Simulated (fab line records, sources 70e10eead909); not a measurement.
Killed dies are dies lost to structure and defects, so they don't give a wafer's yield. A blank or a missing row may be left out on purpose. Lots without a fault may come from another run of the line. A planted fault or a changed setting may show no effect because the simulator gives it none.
Which tool did it? | flow nand_harc | 12 lots, 36 wafers sampled, at 5 steps of a route of 1159

WHAT THE GAUGES READ, wafer by wafer
NHARC_END_SORT_01.
lot  | measured     | on        | defect_limited_yield (%) | killed_at_array | killed_at_other | killed_at_periphery | killed_dies | killed_open | killed_short | sort_bin_2_pct (%) | sort_bin_3_pct (%) | sort_bin_4_pct (%) | sort_n_pass | sort_rim_yield_pct (%) | sort_yield_pct (%)
L644 | day 21 11:17 | prober-01 | 96.0 96.0 96.3           | 24 17 22        | 1 4 1           | 2 6 2               | 27 27 25    | 1 6 3       | 2 2 2        | 1.3 1.8 1.5        | 0 0 0.15           | 2.7 2.2 2.1        | 650 650 652 | 92.5 94.3 95.3         | 96.0 96.0 96.3
L652 | day 23 22:32 | prober-02 | 78.0 79.2 79.6           | 30 29 26        | 0 0 0           | 119 112 112         | 149 141 138 | 4 4 5       | 0 2 0        | 9.2 8.7 8.0        | 5.91 4.87 5.61     | 6.9 7.2 6.8        | 528 536 539 | 94.3 88.7 85.8         | 78.0 79.2 79.6
L654 | day 24 12:14 | prober-01 | 84.3 83.3 84.3           | 16 15 18        | 0 0 0           | 90 98 88            | 106 113 106 | 1 2 4       | 0 1 4        | 6.1 6.2 6.2        | 5.61 5.91 5.32     | 4.0 4.6 4.1        | 571 564 571 | 81.1 87.7 82.1         | 84.3 83.3 84.3

WHICH TOOL RAN EACH LOT (tool, then ch and the chambers of the sampled wafers, then the start)
lot  | NHARC_P_M2_STRIP_18                | NHARC_A_M1_DEGAS_29          | NHARC_A_M1_PVD_21                       | NHARC_A_BONDPAD_CMP_29
L635 | rie_diel-05 ch 0,2,3, day 6 04:53  | pvd_sputter-02, day 17 23:12 | pvd_sputter-02, day 18 02:27 or earlier | cmp-02 ch 1,2,3, day 18 02:27
L637 | rie_diel-05 ch 0,1,3, day 6 20:28  | pvd_sputter-01, day 18 07:38 | pvd_sputter-01, day 18 10:28 or earlier | cmp-03 ch 1,3, day 18 10:28
L636 | rie_diel-09 ch 0,2,3, day 6 20:44  | pvd_sputter-02, day 18 07:21 | pvd_sputter-02, day 18 10:14 or earlier | cmp-04 ch 1,3, day 18 10:14
L640 | rie_diel-05 ch 0,2,3, day 7 09:56  | pvd_sputter-01, day 19 00:17 | pvd_sputter-01, day 19 03:01 or earlier | cmp-02 ch 0,1, day 19 03:01
L639 | rie_diel-05 ch 0,1, day 7 10:02    | pvd_sputter-02, day 19 00:38 | pvd_sputter-02, day 19 03:40 or earlier | cmp-04 ch 1,2,3, day 19 03:40
L641 | rie_diel-09 ch 1,2,3, day 8 00:13  | pvd_sputter-01, day 19 12:59 | pvd_sputter-01, day 19 15:44 or earlier | cmp-04 ch 0,2,3, day 19 15:44
L642 | rie_diel-05 ch 0,1,2, day 8 09:17  | pvd_sputter-02, day 19 15:12 | pvd_sputter-02, day 19 17:52 or earlier | cmp-03 ch 0,2,3, day 19 17:52
L643 | rie_diel-05 ch 1,2,3, day 8 14:14  | pvd_sputter-02, day 20 10:29 | pvd_sputter-02, day 20 13:09 or earlier | cmp-04 ch 0,1,3, day 20 13:09
L644 | rie_diel-05 ch 0,1, day 8 20:57    | pvd_sputter-01, day 20 04:31 | pvd_sputter-01, day 20 07:14 or earlier | cmp-02 ch 1,2,3, day 20 07:14
L652 | rie_diel-09 ch 0,3, day 10 21:10   | pvd_sputter-03, day 22 04:29 | pvd_sputter-03, day 22 07:12 or earlier | cmp-02 ch 1,3, day 22 07:12
L654 | rie_diel-09 ch 1,3, day 11 06:55   | pvd_sputter-03, day 22 23:03 | pvd_sputter-03, day 23 01:46 or earlier | cmp-03 ch 1,3, day 23 01:46
L657 | rie_diel-05 ch 0,1,2, day 11 21:30 | pvd_sputter-02, day 24 13:57 | pvd_sputter-02, day 24 16:42 or earlier | cmp-03 ch 0,1,2, day 24 16:42
- NHARC_P_M2_STRIP_18: strips in N2/H2.
- NHARC_A_M1_DEGAS_29: time 60 s.
- NHARC_A_M1_PVD_21: deposits Cu, target thk 30 nm, time 20.49 s.
- NHARC_A_BONDPAD_CMP_29: polishes SiCN, target thk 200 nm.

WHAT THE TOOLS THEMSELVES READ (means of the sampled wafers that have a number; where no wafer has one, the mark that the record gives instead)
NHARC_P_M2_STRIP_18.
lot  | tool        | drypump_motor_current_A (A) | h2_flow_sccm (sccm) | mfc_ar_sccm (sccm) | oes_product_au (a.u.) | rf_fwd_power_W (W) | rf_vpp_V (V) | showerhead_plenum_p_Torr (Torr) | throttle_valve_pct (%)
L635 | rie_diel-05 | 5.6                         | 149.4               | 0.009              | 0.999                 | 999                | 90.2         | 2.06                            | 14.178
L637 | rie_diel-05 | 5.9                         | 150.1               | 0.009              | 1.003                 | 999                | 91.1         | 2.08                            | 14.173
L636 | rie_diel-09 | 5.5                         | 149.9               | 0.010              | 0.994                 | 997                | 90.3         | 2.11                            | 14.164
L640 | rie_diel-05 | 5.7                         | 149.9               | 0.009              | 1.007                 | 998                | 91.5         | 2.06                            | 14.170
L639 | rie_diel-05 | 5.9                         | 150.1               | 0.019              | 1.003                 | 997                | 90.0         | 2.15                            | 14.173
L641 | rie_diel-09 | 5.7                         | 149.9               | 0.015              | 1.001                 | 1000               | 91.2         | 2.16                            | 14.169
L642 | rie_diel-05 | 5.7                         | 150.1               | 0.009              | 1.005                 | 995                | 91.3         | 2.08                            | 14.177
L643 | rie_diel-05 | 5.7                         | 149.7               | 0.000              | 0.999                 | 1001               | 90.4         | 2.02                            | 14.175
L644 | rie_diel-05 | 5.9                         | 150.6               | 0.019              | 1.000                 | 999                | 91.1         | 2.15                            | 14.171
L652 | rie_diel-09 | 5.2                         | 150.0               | 0.013              | 0.997                 | 998                | 90.9         | 2.09                            | 14.166
L654 | rie_diel-09 | 5.8                         | 149.9               | 0.017              | 1.010                 | 998                | 90.9         | 2.15                            | 14.174
L657 | rie_diel-05 | 5.8                         | 149.9               | 0.009              | 1.000                 | 996                | 90.7         | 2.08                            | 14.169

NHARC_A_M1_DEGAS_29.
lot  | tool           | heater_power_w (W)
L635 | pvd_sputter-02 | 321
L637 | pvd_sputter-01 | 340
L636 | pvd_sputter-02 | 327
L640 | pvd_sputter-01 | 364
L639 | pvd_sputter-02 | 329
L641 | pvd_sputter-01 | 354
L642 | pvd_sputter-02 | 324
L643 | pvd_sputter-02 | 327
L644 | pvd_sputter-01 | 314
L652 | pvd_sputter-03 | 346
L654 | pvd_sputter-03 | 313
L657 | pvd_sputter-02 | 339

NHARC_A_M1_PVD_21.
lot  | tool           | throttle_valve_pct (%)
L635 | pvd_sputter-02 | 30.0
L637 | pvd_sputter-01 | 28.9
L636 | pvd_sputter-02 | 29.8
L640 | pvd_sputter-01 | 28.0
L639 | pvd_sputter-02 | 29.7
L641 | pvd_sputter-01 | 30.0
L642 | pvd_sputter-02 | 30.7
L643 | pvd_sputter-02 | 30.3
L644 | pvd_sputter-01 | 30.5
L652 | pvd_sputter-03 | 30.5
L654 | pvd_sputter-03 | 30.6
L657 | pvd_sputter-02 | 30.1

NHARC_A_BONDPAD_CMP_29.
lot  | tool   | motor_current_A (A) | slurry_filter_dp_kPa (kPa)
L635 | cmp-02 | 12.9                | 13.50
L637 | cmp-03 | 11.9                | 13.38
L636 | cmp-04 | 12.4                | 13.49
L640 | cmp-02 | 11.6                | 13.43
L639 | cmp-04 | 12.5                | 13.40
L641 | cmp-04 | 12.3                | 13.66
L642 | cmp-03 | 13.4                | 13.53
L643 | cmp-04 | 11.7                | 13.33
L644 | cmp-02 | 12.4                | 13.56
L652 | cmp-02 | 12.3                | 13.51
L654 | cmp-03 | 12.5                | 13.46
L657 | cmp-03 | 14.0                | 13.57

THE ANSWER, worked out from the rows above alone
Rule: what is usual is taken from the lots themselves. Put in order of their means at a reading, lots are off if they are a third of the lots or fewer, leave a main group of 4 or more, and stand apart from it by a gap of 3 or more times the standard deviation of the main group's means; of several such gaps the widest counts. A main group whose means are all the same, to the digits that the tables above print for the reading, isn't used. A lot without any number at a reading at which 4 lots or more have one is off too. The other lots that the step has rows for count as sound. The gauges are gone through in route order, then the tools' own readings, and for those a lot's mean is taken as printed above. The first step at which some lot is off is used, and at that step the reading that is off furthest; a lot without a number counts as furthest.
No lot is off at any reading shown: from this, nothing can be told.

WHAT THE SIMULATOR HAD PUT IN
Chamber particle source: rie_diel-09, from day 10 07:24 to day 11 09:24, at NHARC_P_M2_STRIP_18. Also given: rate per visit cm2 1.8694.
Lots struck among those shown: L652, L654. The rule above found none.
